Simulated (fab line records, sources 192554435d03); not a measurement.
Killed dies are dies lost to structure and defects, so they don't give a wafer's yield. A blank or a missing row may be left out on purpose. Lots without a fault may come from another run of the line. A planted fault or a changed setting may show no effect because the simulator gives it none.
Which tool did it? | flow n5_finfet | 7 lots, 21 wafers sampled, at 2 steps of a route of 1938

WHAT THE GAUGES READ, wafer by wafer
N5_BEOL_M5_INSPECT_58: inspects for defects (darkfield).
lot  | measured     | on                | raw_defect_count
L959 | day 9 11:16  | defect_inspect-01 | 53 68 39
L961 | day 9 19:14  | defect_inspect-01 | 44 74 73
L963 | day 10 05:35 | defect_inspect-01 | 97 75 64
L966 | day 10 19:46 | defect_inspect-01 | 63 57 44
L973 | day 12 17:17 | defect_inspect-01 | 53 48 47
L979 | day 14 03:29 | defect_inspect-02 | 62 129 58
L980 | day 14 07:49 | defect_inspect-01 | 72 53 80

WHICH TOOL RAN EACH LOT (tool, then ch and the chambers of the sampled wafers, then the start)
lot  | N5_BEOL_M5_PRE_CLEAN_77
L959 | cvd_co-02 ch 0,2, day 9 10:59
L961 | cvd_co-01 ch 0,1, day 9 18:59
L963 | cvd_co-02 ch 0,2, day 10 05:20
L966 | cvd_co-02 ch 0,2, day 10 19:31
L973 | cvd_co-01 ch 1,2, day 12 17:01
L979 | cvd_co-01 ch 0,1,2, day 14 03:16
L980 | cvd_co-01 ch 0,1,2, day 14 07:34
- N5_BEOL_M5_PRE_CLEAN_77: time 15 s.

THE ANSWER, worked out from the rows above alone
Rule: what is usual is taken from the lots themselves. Put in order of their means at a reading, lots are off if they are a third of the lots or fewer, leave a main group of 4 or more, and stand apart from it by a gap of 3 or more times the standard deviation of the main group's means; of several such gaps the widest counts. A main group whose means are all the same, to the digits that the tables above print for the reading, isn't used. A lot without any number at a reading at which 4 lots or more have one is off too. The other lots that the step has rows for count as sound.
No lot is off at any reading shown: from this, nothing can be told.

WHAT THE SIMULATOR HAD PUT IN
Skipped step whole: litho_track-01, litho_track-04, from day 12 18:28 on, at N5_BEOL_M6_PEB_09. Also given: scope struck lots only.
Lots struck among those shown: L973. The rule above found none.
